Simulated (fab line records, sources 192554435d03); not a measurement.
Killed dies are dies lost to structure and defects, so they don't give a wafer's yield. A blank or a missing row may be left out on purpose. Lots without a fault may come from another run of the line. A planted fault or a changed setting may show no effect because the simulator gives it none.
fab line records | flow n5_finfet
record lots=3 wafers=9 last_day=18
route steps=1938 shown BEOL_M2@889 BEOL_M4@1111 PASSIVATION@1936
lots that met no fault: from a run of the same line without faults
start_h: hours from the record's first day to the start of the lot's first wafer shown | wait_h: hours since the lot's step before | " the same as in the row above | L1.1+2: a row that stands for several wafers | - no value, or no start given | * or withheld: withheld | < > ~ a bound
route shown NAME@n: a module of which the file shows steps, and the number in the route of the first | usual: mean/standard deviation of fault-free wafers | same: alike in all rows | chamber/n: place in a boat | sites: the reading at each site | _std_site: their standard deviation | _edge_site: outer sites' mean less inner sites' | radius_mm: how far each site lies from the wafer's centre | mask NAME#n: copy n | behind: the tool/chamber that last shaped the wafer | hold: why the lot was held/for how many hours/how that ended | device: the transistor (n, p or np) that didn't switch | end of line: the same wafers' tests at the end of the route | a step without rows: its recipe alone | killed: dies lost to structure and defects at the first sort, not the wafer's yield | map: a wafer's dies, x killed, . not, _ none there
set.NAME: the setting as run; set.NAME@STEP: as run at that earlier step | model.NAME: the simulator's own value behind a step, which no gauge read
lots at some steps of the route; a table a step, a row a wafer
services: from which hour (start_h, from the record's first day; less than 0 if before it) a tool's chamber was out of use, for how many hours, and why
## steps
# step N5_BEOL_M2_STRIP_36
# recipe chemistry=N2/H2 power_w=450 temp_c=40 pressure_mtorr=20 rf_frequency_hz=6e+07 overash_fraction=0.3 bias_power_w=7 h2_frac=0.5 n2_flow_sccm=200 h2_flow_sccm=200
# step N5_BEOL_M2_TRENCH_ETCH_37
# recipe chemistry=C4F6/O2 target_depth_a=555.55 target=SiOC time_s=29.2 ion_energy_ev=250 pressure_mtorr=30 source_w=355 bias_w=185 Ar_flow_sccm=300 C4F6_flow_sccm=10 O2_flow_sccm=10
# step N5_BEOL_M2_ETCH_41
# recipe chemistry=CH3F/O2 target=SiCN target_depth_a=299 taper_deg=2 time_s=52.5 ion_energy_ev=120 mask_material=TiN pressure_mtorr=30 source_w=395 bias_w=75 Ar_flow_sccm=150 CH3F_flow_sccm=30 O2_flow_sccm=20
# step N5_BEOL_M2_STRIP_97
# recipe chemistry=N2/H2 time_s=10 power_w=450 temp_c=40 pressure_mtorr=20 rf_frequency_hz=6e+07 bias_power_w=7 n2_flow_sccm=200 h2_flow_sccm=200
# step N5_BEOL_M2_HM_STRIP_39
# recipe chemistry=peroxide_tin_strip material=TiN target_depth_a=250 temp_c=50 time_s=158
# step N5_BEOL_M2_SRD_40
# recipe time_s=30 temp_c=23 rinse_liquid=diw dry=ipa_marangoni
# step N5_BEOL_M2_PRECLEAN_42
# recipe chemistry=residue_remover time_s=60 temp_c=40
# step N5_BEOL_M2_SRD_43
# recipe time_s=30 temp_c=23 rinse_liquid=diw dry=ipa_marangoni
# step N5_BEOL_M2_DEGAS_44
# recipe ambient=vacuum temp_c=250 time_s=60
# step N5_BEOL_M2_PRE_CLEAN_45
# recipe gas=H2/He time_s=30 temp_c=250
# step N5_BEOL_M2_ALD_84
# recipe material=TaN target_thk_a=* temp_c=275 ald_precursor_family=PDMAT ald_co_reactant=NH3 pressure_torr=3 carrier_flow_sccm=1500 pulse_time_s=2 purge_time_s=3 co_reactant_purge_time_s=2 co_reactant_pulse_time_s=3 ald_cycles=30 precursor_vessel_temp_c=75 precursor_vessel_pressure_torr=26.25 precursor_vessel_carrier_sccm=1000
# usual ald_cycles=30/0 heater_power_outer_w=237/18 heater_power_w=423/39 precursor_vessel_carrier_sccm=1000/3.1 precursor_vessel_temp_c=75.01/0.11
# same co_reactant_purge_time_s=2
# columns lot.wafer tool chamber start_h wait_h ald_cycles heater_power_outer_w heater_power_w precursor_vessel_carrier_sccm precursor_vessel_temp_c model.TaN_of_BEOL_M2_ALD_84.thk_nm
L651.1 ald_metal-03 1 190.40 0.0 30 250 432 994 74.85 *
L651.2 " 2 " " 30 231 379 997 75.36 *
L651.3 " 3 " " 30 260 506 1001 75.07 *
L654.2 ald_metal-03 3 229.68 0.0 30 259 497 1001 74.77 *
L654.3 " 0 " " 12 225 384 999 74.98 *
L654.5 " 2 " " 30 230 384 1004 75.04 *
L664.1 ald_metal-04 0 295.58 0.3 30 263 430 1002 74.99 *
L664.2 " 3 " " 30 227 407 997 74.73 *
L664.3 " 1 " " 30 241 469 1001 75.07 *
# step N5_BEOL_M2_SURFACE_TREAT_85
# recipe gas=Ar time_s=* ion_energy_ev=* ion_current_ma_cm2=0.5 pressure_mtorr=* ar_flow_sccm=30
# step N5_BEOL_M2_CVD_47
# recipe material=Co target_thk_a=30 temp_c=withheld precursor=CCTBA/H2 pressure_torr=30 time_s=223.8
# step N5_BEOL_M2_SPUTTER_48
# recipe material=Cu target_thk_a=45 temp_c=-20 chamber_pressure_pa=0.07 power_w=withheld time_s=8.29
# step N5_BEOL_M2_ANNEAL_49
# recipe temp_c=400 time_s=240 ambient=vacuum
# step N5_BEOL_M2_SPUTTER_79
# recipe material=Cu target_thk_a=45 temp_c=-20 chamber_pressure_pa=0.07 power_w=withheld time_s=8.29
# step N5_BEOL_M2_ANNEAL_80
# recipe temp_c=400 time_s=240 ambient=vacuum
# step N5_BEOL_M2_SPUTTER_81
# recipe material=Cu target_thk_a=45 temp_c=-20 chamber_pressure_pa=0.07 power_w=withheld time_s=8.29
# step N5_BEOL_M2_ANNEAL_82
# recipe temp_c=400 time_s=240 ambient=vacuum
# step N5_BEOL_M2_SPUTTER_86
# recipe material=Cu target_thk_a=45 temp_c=-20 chamber_pressure_pa=0.07 power_w=withheld time_s=8.29
# step N5_BEOL_M2_ANNEAL_87
# recipe temp_c=400 time_s=240 ambient=vacuum
# step N5_BEOL_M2_SPUTTER_88
# recipe material=Cu target_thk_a=45 temp_c=-20 chamber_pressure_pa=0.07 power_w=withheld time_s=8.29
# step N5_BEOL_M2_ANNEAL_89
# recipe temp_c=400 time_s=240 ambient=vacuum
# step N5_BEOL_M2_SPUTTER_90
# recipe material=Cu target_thk_a=45 temp_c=-20 chamber_pressure_pa=0.07 power_w=withheld time_s=8.29
# step N5_BEOL_M2_ANNEAL_91
# recipe temp_c=400 time_s=240 ambient=vacuum
# step N5_BEOL_M2_SPUTTER_92
# recipe material=Cu target_thk_a=45 temp_c=-20 chamber_pressure_pa=0.07 power_w=withheld time_s=8.29
# step N5_BEOL_M2_ANNEAL_93
# recipe temp_c=400 time_s=240 ambient=vacuum
# step N5_BEOL_M2_SPUTTER_94
# recipe material=Cu target_thk_a=45 temp_c=-20 chamber_pressure_pa=0.07 power_w=withheld time_s=8.29
# step N5_BEOL_M2_ANNEAL_95
# recipe temp_c=400 time_s=240 ambient=vacuum
# step N5_BEOL_M2_SPUTTER_96
# recipe material=Cu target_thk_a=45 temp_c=-20 chamber_pressure_pa=0.07 power_w=withheld time_s=8.29
# step N5_BEOL_M2_ECD_50
# recipe material=Cu target_thk_a=3000
# step N5_BEOL_M2_ANNEAL_51
# recipe temp_c=225 time_s=90 ambient=N2
# step N5_BEOL_M2_CMP_52
# recipe stop_on=SiOC t_overpolish_s=6.8 down_force_psi=1 platen_rpm=50 clearing_platen_down_force_psi=1.5 clearing_platen_rpm=50 post_cmp_clean=cu_alkaline target_thk_nm=40 clearing_platen_pad_velocity_m_s=0.99484 pad_velocity_m_s=0.99484
# step N5_BEOL_M2_PRE_CLEAN_60
# recipe gas=NH3/H2 time_s=15 temp_c=* rf_power_w=300
# step N5_BEOL_M2_CO_CAP_55
# recipe material=Co target_thk_a=20 temp_c=200 precursor=CCTBA/H2 pressure_torr=30 time_s=102.1
# step N5_BEOL_M2_PRE_CLEAN_56
# recipe gas=NH3 time_s=15 temp_c=withheld rf_power_w=300
# step N5_BEOL_M2_DEP_57
# recipe material=SiCN target_thk_a=80 temp_c=withheld precursor=3MS/NH3 pressure_torr=3 rf_w=202 time_s=14
# step N5_BEOL_M4_RC_MEAS_101
# usual COMB_M2=5.4e-11/1.1e-11 COMB_M2_max_site=7.8e-11/1.9e-11 DIBL_N=36.0/1.7 DIBL_P=36.2/2.3 IOFF_N=0.16/0.03 IOFF_P=0.21/0.036 ION_N=679/11 ION_P=465/7.1 SERP_M2=190/15 SERP_M2_max_site=203/17 SS_N=71.4/0.58 SS_P=73.3/0.75 VT_N=249/3.1 VT_P=-251/3.5
# columns lot.wafer tool chamber start_h wait_h COMB_M2[S/m] COMB_M2_max_site[S/m] DIBL_N[mV/V] DIBL_P[mV/V] IOFF_N[nA/um] IOFF_P[nA/um] ION_N[uA/um] ION_P[uA/um] SERP_M2[ohm/um] SERP_M2_max_site[ohm/um] SS_N[mV/dec] SS_P[mV/dec] VT_N[mV] VT_P[mV]
L651.1 prober-01 0 230.08 0.0 7.5e-11 8.7e-11 33.1 33.0 0.10 0.15 653 456 190 198 70.4 72.3 257 -254
L651.2 " 0 " " 5.7e-11 9.1e-11 36.4 37.6 0.16 0.21 667 462 187 202 71.3 74.3 252 -252
L651.3 " 0 " " 5.9e-11 1.02e-10 37.3 38.6 0.17 0.24 679 468 170 180 71.8 74.1 250 -249
L654.2 prober-01 0 251.80 0.4 7.9e-11 9.9e-11 36.0 36.0 0.14 0.23 669 470 154 166 71.0 73.3 253 -246
L654.3 " 0 " " 1.073e-09 1.751e-09 37.7 37.5 0.17 0.26 682 476 127 131 71.8 73.5 247 -248
L654.5 " 0 " " 5.5e-11 9.3e-11 35.0 34.6 0.12 0.20 667 465 158 160 71.1 72.8 254 -250
L664.1 prober-02 0 320.85 0.0 6e-11 1.03e-10 40.9 42.9 0.25 0.31 697 469 189 199 72.0 74.5 242 -244
L664.2 " 0 " " 5.7e-11 6.3e-11 34.9 37.2 0.15 0.21 676 467 172 183 71.2 72.6 250 -249
L664.3 " 0 " " 6.2e-11 9.2e-11 34.0 35.8 0.13 0.17 665 456 185 193 70.7 72.6 254 -252
# sites COMB_M2 radius_mm=0,75,75,75,75,140,140,140,140
L651.1 6.5e-11 8.7e-11 4.5e-11 6.7e-11 7.5e-11 8.3e-11 7.7e-11 7.1e-11 7.6e-11
L654.2 7.7e-11 8e-11 3.6e-11 8.7e-11 7.9e-11 6.6e-11 9.9e-11 6.2e-11 8.9e-11
L664.1 7.7e-11 5e-11 6e-11 3.4e-11 1.03e-10 4.5e-11 6.5e-11 5.2e-11 9.6e-11
# sites SERP_M2 radius_mm=0,75,75,75,75,140,140,140,140
L651.1 169 193 184 183 183 191 190 194 198
L654.2 145 149 141 154 147 158 154 166 158
L664.1 193 199 192 189 199 174 165 167 173
# step N5_PASSIVATION_PROBE_49
# usual defect_limited_yield=91.3/1.5 killed_at_M0_to_M3=31/11 killed_at_M4_up=14/5.1 killed_at_contacts=12/5.6 killed_at_front_end=42/12 killed_at_other=3.8/2.9 killed_dies=103/18 killed_on_rim=14/4.5 killed_open=67/14 killed_short=33/8 sort_bin_4_leakage=0.00/0.0073 sort_bin_5_function=5.1/1 sort_bin_6_memory=3.2/0.75 sort_n_pass=1077/18 sort_yield_pct=91.3/1.5
# same gross_dies=1180 killed_at_back_side=0 sort_bin_8_speed[%]=0
# columns lot.wafer tool chamber start_h wait_h defect_limited_yield[%] killed_at_M0_to_M3 killed_at_M4_up killed_at_contacts killed_at_front_end killed_at_other killed_dies killed_on_rim killed_open killed_short sort_bin_4_leakage[%] sort_bin_5_function[%] sort_bin_6_memory[%] sort_n_pass sort_yield_pct[%]
L651.1 prober-02 - 349.71 2.4 91.4 27 13 11 46 4 101 18 69 28 0 4.9 3.4 1079 91.4
L651.2 prober-02 - 349.76 2.5 92.5 18 19 4 42 5 88 11 45 42 0 4.7 2.3 1092 92.5
L651.3 prober-02 - 349.81 2.5 91.6 26 19 11 41 2 99 5 62 36 0 5.6 2.5 1081 91.6
L654.2 prober-01 - 364.30 0.1 92.7 15 17 14 39 1 86 16 49 33 0 4.4 2.3 1094 92.7
L654.3 prober-01 - 364.35 0.1 45.8 545 14 18 62 0 639 75 81 26 44.41 6.1 2.9 541 45.8
L654.5 prober-01 - 364.45 0.2 89.2 32 21 15 58 2 128 22 82 44 0 6.7 3.9 1052 89.2
L664.1 prober-01 - 422.50 0.0 89.5 51 23 15 30 5 124 16 93 27 0 5.7 4.5 1056 89.5
L664.2 prober-01 - 422.55 0.1 90.9 43 12 21 29 2 107 19 75 29 0 4.8 3.7 1073 90.9
L664.3 prober-01 - 422.60 0.1 91.7 33 14 21 24 6 98 13 67 25 0 4.7 3.1 1082 91.7
# killed by level:class
L651.1 FIN_SAQP:geometric_particle:open=13 MOL_CONTACT_COAG:geometric_particle:open=10 FIN_SAQP:geometric_particle:short=9 BEOL_M2:geometric_particle:open=7 BEOL_M3:geometric_particle:open=6 GATE_CUT:geometric_particle:short=5 BEOL_M3:geometric_particle:short=4 STI_FIN_REVEAL:geometric_particle:open=3
L651.2 FIN_SAQP:geometric_particle:open=12 FIN_SAQP:geometric_particle:short=9 BEOL_M4:geometric_particle:short=5 BEOL_M1:geometric_particle:open=5 GATE_CUT:geometric_particle:short=5 BEOL_M5:geometric_particle:open=5 ILD0:geometric_particle:short=4 BEOL_M2:geometric_particle:open=4
L651.3 FIN_SAQP:geometric_particle:open=13 FIN_SAQP:geometric_particle:short=11 MOL_CONTACT_COAG:geometric_particle:open=10 BEOL_M0_SAQP:geometric_particle:short=10 BEOL_M5:geometric_particle:open=6 BEOL_M4:geometric_particle:short=5 STI_FIN_REVEAL:geometric_particle:open=4 BEOL_M0_SAQP:geometric_particle:open=4
L654.2 MOL_CONTACT_COAG:geometric_particle:open=11 FIN_SAQP:geometric_particle:short=7 FIN_SAQP:geometric_particle:open=6 GATE_CUT:geometric_particle:open=5 GATE_CUT:geometric_particle:short=5 BEOL_M4:geometric_particle:short=5 STI_FIN_REVEAL:geometric_particle:open=4 BEOL_M1:geometric_particle:open=4
L654.3 M2:area_ald=524 MOL_CONTACT_COAG:geometric_particle:open=17 STI_FIN_REVEAL:geometric_particle:open=16 FIN_SAQP:geometric_particle:open=11 HKMG_FIN:area_etch=8 FIN_SAQP:geometric_particle:short=6 BEOL_M0_SAQP:geometric_particle:open=6 GATE_CUT:geometric_particle:short=5
L654.5 STI_FIN_REVEAL:geometric_particle:open=27 MOL_CONTACT_COAG:geometric_particle:open=12 BEOL_M4:geometric_particle:open=9 BEOL_M0_SAQP:geometric_particle:short=8 FIN_SAQP:geometric_particle:short=7 STI_FIN_REVEAL:geometric_particle:short=6 BEOL_M1:geometric_particle:open=6 BEOL_M0_SAQP:geometric_particle:open=5
L664.1 BEOL_M4:geometric_particle:open=14 MOL_CONTACT_COAG:geometric_particle:open=13 BEOL_M0_SAQP:geometric_particle:open=12 BEOL_M0:geometric_particle:open=10 BEOL_M3:geometric_particle:open=8 FIN_SAQP:geometric_particle:open=7 BEOL_M1:geometric_particle:open=6 BEOL_M0_SAQP:geometric_particle:short=5
L664.2 MOL_CONTACT_COAG:geometric_particle:open=16 BEOL_M2:geometric_particle:open=11 BEOL_M1:geometric_particle:open=9 BEOL_M3:geometric_particle:open=9 FIN_SAQP:geometric_particle:open=7 BEOL_M0_SAQP:geometric_particle:short=7 DUMMY_GATE:geometric_particle:open=5 MOL_CONTACT_COAG:geometric_particle:short=5
L664.3 MOL_CONTACT_COAG:geometric_particle:open=15 MOL_CONTACT_COAG:geometric_particle:short=6 BEOL_M1:geometric_particle:open=6 BEOL_M3:geometric_particle:open=6 STI_FIN_REVEAL:geometric_particle:open=5 BEOL_M0_SAQP:geometric_particle:open=5 BEOL_M2:geometric_particle:open=5 HKMG_FIN:area_etch=5
# map L654.3 (x killed, . not)
_________________x.....xx....________________
______________x.xx.x.xxxxx.xxx.x_____________
___________x.x..xx...x....x.xx...x.__________
__________....xx....xxx.....x.x.xx.x_________
________.xxxxxx.x...x.xxx.x..xxxx..xxx_______
_______xx..x.x.xxxxxxx.x.x..x.x.xx..xx.______
______xxx.x......xx.xxxxxx.xxxxx....xx.x_____
_____....x..xx.xx.x.x.xx.xxxx.xxxxxx....x____
____x...xx.xxx...x..xxx....x..xxxx.x.xx.x.___
___xx..xxx.x.x.xx.xxx.xx..x.x..xxx.x..x.xx.__
___.x.x.xxx.xx.xx.x..xxx....x.xx..xxx.xxxxx__
__.x...xx...x....xxxxxxx...x.xx..x.xxx.xxxxx_
__.x..xx..x..xx..x.x.x...xxx.xxx.x..xx.x.x.x_
_x.x..x.xxx...xx.x.xxxx...xx..x...x.xxx.x....
_x....xx.xxxxx..x.x..xx.x...x.x.x..xxx.xx.xx.
_...xxx..x.x.x.x..x..x.x.xxx..xxx..x..x.x.x..
_xxxxxxx...x.x.xxxxxx.xxx.x..xxxx.xxx...xx..x
_xxxx.x..xxxx...xxxx...x.x...xx..x.x....xxxx.
_..xx..x..xxx...xx..xxx..x..x.x..xxxxx.x.x..x
_x.xx..xxx.x.xx...xxxx.xxx..x..xxx.x..xxxx.xx
_xx.x.xxx.....xx.xxxxxxxxxx..xx....xxx..xxxxx
__xxx.x....x.xx.x..x.xxx.xx.xx.x..xxx..x.xx._
__..xx..x.xxxx.xxxx.x....x.x.xx.xx.xx..x.x.._
___xxxxxx.....x.x.x..x.x...x.xxxxx.x...xx..__
___x.x.xxxxxxx..xxxx.xx.xx.x.xx....xx..xx..__
____xxx.xxx.x....x.x.xx.x...xx...xx.x.xxx.___
_____x.xx.x.x.....xxxxx...x.....xxx..xx..____
______xxx..xx...xx.xxxx.xxx.x.x.xxx.xx.._____
_______x...xx.x..xxxx.xxxx.xx..x.xx...x______
________..x..xxxx...xxx..xxx.xxxx.x.x._______
__________x....x.x....xxx..xx.xxx.x._________
___________...xxxxx....xx..xx.xx.xx__________
______________xxx.xxx.xxxxx....._____________
_________________.x.x.x.x.x.x________________
# map L651.1 (x killed, . not)
_________________....x.......________________
______________....x............._____________
___________........................__________
__________.x..x...............x....._________
________...........x.....x............_______
_______....x..x................x.x.....______
______.......xx........................._____
_____....................x.x.............____
____................x..............x...x.x___
___.......................x..........x.....__
___.x............x...x................x....__
__...........x.....................x........_
__...x.................x........x..x......x._
_xx........................................x.
_......xx..................x.......x.........
_......................................x...x.
_......................x.........x...x...xx..
_...............................x............
_..x....................................x....
_.....x...x...x............xxx.x........x....
_...................x........................
__...x..x.x.....x..........................._
__x......................x................x._
___.......x..x..x................x.........__
___.................xx...........xx.......x__
____............x.....x..........x..x.....___
_____x.......x.......x............xx.....____
______.................x....x....x.x...x_____
_______..............................x.______
________x.x...............x..........._______
__________...............x....x....._________
___________.......x..x.......x.....__________
______________.................._____________
_________________x.x.....x..x________________
## services
# columns tool chamber start_h hours kind
ald_metal-04 - 198.45 2.6 repair
## key
first_sign step=N5_BEOL_M2_ALD_84 reading=ald_cycles direction=down sigmas=99+ usual=* struck=*
effect step=N5_BEOL_M4_RC_MEAS_101 reading=COMB_M2 direction=up sigmas=90 usual=5.4e-11 struck=1.073e-09
effect step=N5_BEOL_M4_RC_MEAS_101 reading=COMB_M2_max_site direction=up sigmas=89 usual=7.8e-11 struck=1.751e-09
effect step=N5_BEOL_M4_RC_MEAS_101 reading=SERP_M2 direction=down sigmas=4.1 usual=190 struck=127
effect step=N5_BEOL_M4_RC_MEAS_101 reading=SERP_M2_max_site direction=down sigmas=4.3 usual=203 struck=131
effect step=N5_PASSIVATION_PROBE_49 reading=sort_bin_4_leakage direction=up sigmas=99+ usual=0.00 struck=44.41
model_effect step=N5_BEOL_M2_ALD_84 value=TaN_of_BEOL_M2_ALD_84.thk_nm without=* struck=*
more_kills_born_at N5_BEOL_M2_ALD_84@ald_metal-03=524
met_at N5_BEOL_M2_ALD_84
struck_wafers L654.3
onset_between 190.40 229.68
fault kind=process_parameter_drift tool=ald_metal-03 chamber=- onset_h=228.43 steps=N5_BEOL_M2_ALD_84 channel=ald_cycles offset=* shape=step end_h=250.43 scope=struck_wafers_only acts_in=* stated=*
